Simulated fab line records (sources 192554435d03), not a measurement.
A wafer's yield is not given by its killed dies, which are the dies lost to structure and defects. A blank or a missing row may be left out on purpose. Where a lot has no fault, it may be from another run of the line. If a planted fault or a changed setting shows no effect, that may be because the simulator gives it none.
One fault seen from 3 desks + flow n5-finfet + what lay behind the numbers comes last; until then each desk has only its own

== AT THE METROLOGY DESK ==
Lot by lot, what the gauges showed, no matter which tool ran the lot: averages of those sampled wafers that carry a number. If a lot's mean is further than 4 standard deviations from the usual mean, the lot is out of limits and carries the mark OUT (the distance appears in the brackets). Readings shown: 7 out of 12 (the first out of limits, and those lying furthest out on some lot).
Columns: A = cd-nm at N5_SD_EPI_P_CD_MEAS_09, usual 240.2 nm; B = thk-nm at N5_SD_EPI_P_EPI_MEAS_23, usual 60.7 nm; C = DIBL_N at N5_BEOL_M4_RC_MEAS_101, usual 36.0 mV/V; D = DIBL_P at N5_BEOL_M4_RC_MEAS_101, usual 36.2 mV/V; E = IOFF_N at N5_BEOL_M4_RC_MEAS_101, usual 0.16 nA/um; F = ION_N at N5_BEOL_M4_RC_MEAS_101, usual 672 uA/um; G = SS_P at N5_BEOL_M4_RC_MEAS_101, usual 73.2 mV/dec
| lot  | first seen here | A     | B              | C    | D    | E    | F   | G    |
|------|-----------------|-------|----------------|------|------|------|-----|------|
| L674 | day 3 20:08     | 240.5 | 61.0           | 38.9 | 37.5 | 0.20 | 675 | 73.8 |
| L676 | day 4 08:50     | 239.1 | 61.9           | 34.4 | 35.0 | 0.13 | 666 | 73.1 |
| L677 | day 4 11:21     | 239.1 | 60.5           | 35.9 | 37.6 | 0.16 | 667 | 73.7 |
| L678 | day 4 18:09     | 239.5 | 61.8           | 34.4 | 34.6 | 0.13 | 662 | 72.3 |
| L679 | day 4 22:50     | 240.7 | 59.8           | 35.7 | 36.0 | 0.16 | 681 | 73.1 |
| L681 | day 5 12:14     | 239.8 | 60.8           | 39.1 | 40.7 | 0.19 | 676 | 74.0 |
| L683 | day 6 02:56     | 240.2 | 60.9           | 33.9 | 35.5 | 0.14 | 661 | 73.1 |
| L684 | day 6 06:33     | 241.5 | 60.4           | 39.1 | 39.1 | 0.20 | 680 | 73.9 |
| L685 | day 6 10:49     | 239.7 | 61.2           | 36.7 | 36.5 | 0.17 | 677 | 73.4 |
| L687 | day 7 00:50     | 240.9 | 60.8           | 35.4 | 36.3 | 0.15 | 673 | 73.1 |
| L690 | day 7 18:33     | 242.0 | 61.8           | 39.4 | 38.8 | 0.21 | 693 | 74.5 |
| L692 | day 8 07:40     | 240.7 | 60.2           | 37.3 | 37.1 | 0.18 | 687 | 73.0 |
| L695 | day 8 22:28     | 240.4 | 42.2 (-15) OUT | 36.9 | 36.8 | 0.17 | 680 | 73.1 |
Finding of this desk: L695 out of limits; the first was L695 at day 9 02:08, on thk-nm at N5_SD_EPI_P_EPI_MEAS_23. In limits: L674, L676, L677, L678, L679, L681, L683, L684, L685, L687, L690, L692.

== AT THE TOOL OWNER'S DESK: rie-diel-01 ==
The tool's own readings at N5_SD_EPI_P_ETCHBACK_46 (etches SiNx in CH3F/O2, stops on SiO2, target depth 17.5 nm): means of the sampled wafers that have a number, for each lot that ran on this tool. If a lot's mean is further than 4 standard deviations from the usual mean, the lot is out of limits and carries the mark OUT (the distance appears in the brackets).
Columns: A = drypump-motor-current-A at N5_SD_EPI_P_ETCHBACK_46, usual 5.9 A; B = oes-product-au at N5_SD_EPI_P_ETCHBACK_46, usual 0.67 a.u.; C = rf-vpp-V at N5_SD_EPI_P_ETCHBACK_46, usual 299 V; D = showerhead-plenum-p-Torr at N5_SD_EPI_P_ETCHBACK_46, usual 2.03 Torr; E = throttle-valve-pct at N5_SD_EPI_P_ETCHBACK_46, usual 16.46 %
| lot  | first seen here | A   | B    | C   | D    | E     |
|------|-----------------|-----|------|-----|------|-------|
| L674 | day 3 20:38     | 6.0 | 0.70 | 296 | 2.06 | 16.62 |
| L676 | day 4 09:20     | 6.0 | 0.66 | 292 | 2.06 | 16.69 |
| L679 | day 4 23:20     | 6.1 | 0.71 | 300 | 2.05 | 16.58 |
| L681 | day 5 12:44     | 6.0 | 0.66 | 296 | 2.00 | 16.61 |
| L685 | day 6 11:19     | 6.0 | 0.70 | 298 | 2.05 | 16.55 |
| L692 | day 8 09:16     | 6.0 | 0.69 | 298 | 2.04 | 16.58 |
| L695 | day 8 22:58     | 6.1 | 0.69 | 305 | 2.04 | 16.46 |
This desk's verdict: no lot among the 7 shows anything out of limits.

== THE DEFECT DESK ==
What the inspections along the route counted, lot by lot: means of the sampled wafers that have a number. If a lot's mean is further than 4 standard deviations from the usual mean, the lot is out of limits and carries the mark OUT (the distance appears in the brackets).
Columns: A = raw-defect-count at N5_SD_EPI_P_INSPECT_11, usual 2.2
| lot  | first seen here | A   |
|------|-----------------|-----|
| L674 | day 3 20:11     | 1.0 |
| L676 | day 4 08:53     | 1.7 |
| L677 | day 4 11:24     | 3.3 |
| L678 | day 4 18:12     | 1.7 |
| L679 | day 4 22:53     | 2.0 |
| L681 | day 5 12:17     | 1.3 |
| L683 | day 6 03:17     | 1.0 |
| L684 | day 6 06:36     | 1.0 |
| L685 | day 6 10:52     | 1.7 |
| L687 | day 7 00:53     | 4.7 |
| L690 | day 7 18:36     | 1.0 |
| L692 | day 8 07:43     | 2.7 |
| L695 | day 8 22:31     | 3.3 |
This desk's verdict: no lot among the 13 shows anything out of limits.

== TAKEN TOGETHER ==
At day 9 02:08 the metrology desk could have sounded an alarm, on L695.
The tool owner's desk saw nothing out of limits.
Nothing the defect desk looked at was out of limits.
The tool owner's desk has L695 on record, within its limits.
The defect desk has L695 on record, within its limits.
The lots listed all ran N5_SD_EPI_P_ETCHBACK_46 on rie-diel-01.

== WHAT WAS PUT IN BY THE SIMULATOR ==
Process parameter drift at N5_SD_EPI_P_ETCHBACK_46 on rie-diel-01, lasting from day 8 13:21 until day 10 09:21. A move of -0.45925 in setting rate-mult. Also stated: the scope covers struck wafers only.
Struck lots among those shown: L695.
Per desk, hours elapsed from the start of the fault to the first reading out of limits: for the metrology desk, 13.
